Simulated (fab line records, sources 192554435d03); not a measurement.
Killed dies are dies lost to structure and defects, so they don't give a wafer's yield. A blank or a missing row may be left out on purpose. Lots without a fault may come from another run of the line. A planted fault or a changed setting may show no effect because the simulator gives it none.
Chamber matching | flow n5_finfet | N5_DUMMY_GATE_DESCUM_20 on rie_diel-02: 4 sister chambers
The step chemistry O2, time 6.2 s. 4 wafers are shown with their chamber, then 10 later ones without.

WAFERS WITH THEIR CHAMBER
wafer  | chamber | showerhead_plenum_p_Torr (Torr)
L084.4 | 2       | 2.07
L084.5 | 1       | 2.11
L086.1 | 0       | 2.08
L086.3 | 3       | 2.25

WAFERS WITHOUT THEIR CHAMBER
wafer  | showerhead_plenum_p_Torr (Torr)
L086.4 | 2.11
L088.3 | 2.08
L088.4 | 2.24
L088.5 | 2.08
L093.3 | 2.06
L093.4 | 2.24
L093.6 | 2.06
L096.2 | 2.06
L096.3 | 2.08
L096.4 | 2.24

WHICH CHAMBER EACH WENT THROUGH
wafer  | from the rows above     | in truth
L086.4 | 1                       | 1
L088.3 | can't be placed: 0 or 2 | 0
L088.4 | 3                       | 3
L088.5 | can't be placed: 0 or 2 | 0
L093.3 | can't be placed: 2 or 0 | 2
L093.4 | 3                       | 3
L093.6 | can't be placed: 2 or 0 | 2
L096.2 | can't be placed: 2 or 0 | 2
L096.3 | can't be placed: 0 or 2 | 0
L096.4 | 3                       | 3
Placed correctly: 4 of 10. Can't be placed from these rows: 6 (the true chamber is among the candidates in 6). Placed wrongly: 0.
How it was worked out, from the rows above alone: a wafer's distance from a chamber is the root of the sum, over the readings, of the square of ((its reading less the chamber's mean) divided by the reading's scatter). The wafer belongs to the nearest chamber; if the next one is less than 2 further off, it can't be placed. A chamber's mean is the mean of its shown wafers. The scatter: with one shown wafer a chamber, the root of the mean of the squares of how far each hidden wafer lies from its nearest shown one.
